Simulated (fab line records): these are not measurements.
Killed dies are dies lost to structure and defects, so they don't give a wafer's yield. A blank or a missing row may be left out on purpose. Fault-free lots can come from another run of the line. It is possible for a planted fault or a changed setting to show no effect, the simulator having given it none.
Matching of chambers + flow n5Finfet + N5_GATE_CUT_CMP_02 on cmp-01: 4 sister chambers
The step polishes, stops on SiO2, t overpolish 12.7 s, target thk 0 nm. 20 wafers are shown with their chamber, then 10 later ones without.

WAFERS, EACH WITH ITS CHAMBER
| wafer  | chamber | motorCurrentA (A) | timeToEndpointS (s) | overpolishRunS (s) |
|--------|---------|-------------------|---------------------|--------------------|
| L076.2 | 2       | 9.7               | 25.0                | 12.705             |
| L076.3 | 0       | 8.4               | 25.1                | 12.687             |
| L076.4 | 1       | 7.9               | 24.6                | 12.696             |
| L077.2 | 2       | 9.1               | 25.5                | 12.696             |
| L077.3 | 3       | 9.1               | 22.4                | 12.682             |
| L077.5 | 0       | 7.9               | 24.4                | 12.711             |
| L078.1 | 3       | 9.4               | 20.5                | 12.716             |
| L078.2 | 2       | 9.1               | 23.5                | 12.692             |
| L078.3 | 0       | 7.9               | 28.0                | 12.715             |
| L082.1 | 0       | 8.3               | 21.9                | 12.686             |
| L082.4 | 1       | 7.8               | 23.8                | 12.704             |
| L082.5 | 3       | 9.1               | 23.1                | 12.696             |
| L085.3 | 0       | 8.0               | 26.4                | 12.695             |
| L085.4 | 1       | 7.8               | 24.0                | 12.697             |
| L085.5 | 0       | 8.4               | 24.6                | 12.705             |
| L086.1 | 0       | 8.5               | 25.0                | 12.702             |
| L086.2 | 3       | 9.4               | 21.3                | 12.687             |
| L086.4 | 2       | 8.9               | 23.0                | 12.714             |
| L092.1 | 3       | 9.5               | 20.5                | 12.714             |
| L092.2 | 2       | 9.3               | 25.8                | 12.684             |

SIGNATURES (averages over the wafers above)
| reading         | chamber 0 | chamber 1 | chamber 2 | chamber 3 | scatter within a chamber |
|-----------------|-----------|-----------|-----------|-----------|--------------------------|
| motorCurrentA   | 8.200     | 7.833     | 9.220     | 9.300     | 0.239                    |
| timeToEndpointS | 25.057    | 24.133    | 24.560    | 21.560    | 1.44                     |
| overpolishRunS  | 12.70014  | 12.69900  | 12.69820  | 12.69900  | 0.012                    |
Rule: distance of a wafer from a chamber = root of the sum over the readings of ((wafer's reading minus chamber's mean) / reading's scatter) squared. The wafer belongs to the nearest chamber; if the next one is less than 2 further off, it can't be placed. The scatter is the square root of a quotient: the sum, over the shown wafers, of each reading's squared deviation from its chamber's mean, divided by wafers minus chambers.

WAFERS MISSING THEIR CHAMBER
| wafer  | motorCurrentA (A) | timeToEndpointS (s) | overpolishRunS (s) |
|--------|-------------------|---------------------|--------------------|
| L092.5 | 7.9               | 25.1                | 12.706             |
| L095.1 | 7.9               | 23.6                | 12.694             |
| L095.4 | 7.9               | 25.0                | 12.707             |
| L095.6 | 7.5               | 22.5                | 12.692             |
| L096.3 | 8.8               | 24.7                | 12.693             |
| L096.5 | 9.2               | 22.6                | 12.712             |
| L096.6 | 8.8               | 25.5                | 12.703             |
| L097.1 | 9.1               | 22.1                | 12.692             |
| L097.2 | 8.2               | 25.1                | 12.707             |
| L097.5 | 8.7               | 19.9                | 12.696             |

CHAMBER TAKEN BY EACH
| wafer  | from the rows above               | in truth |
|--------|-----------------------------------|----------|
| L092.5 | can't be placed: 1 or 0           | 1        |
| L095.1 | can't be placed: 1 or 0           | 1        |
| L095.4 | can't be placed: 1 or 0           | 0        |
| L095.6 | can't be placed: 1 or 0           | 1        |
| L096.3 | can't be placed: 2 or 0 or 3      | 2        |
| L096.5 | can't be placed: 3 or 2           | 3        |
| L096.6 | can't be placed: 2 or 0 or 3      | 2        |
| L097.1 | can't be placed: 3 or 2           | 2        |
| L097.2 | can't be placed: 0 or 1           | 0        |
| L097.5 | can't be placed: 3 or 2 or 0 or 1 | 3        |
Correct placement for 0 of the 10. Unplaceable from these rows: 10, with the true chamber sitting among the candidates in 10. Wrongly placed: 0.
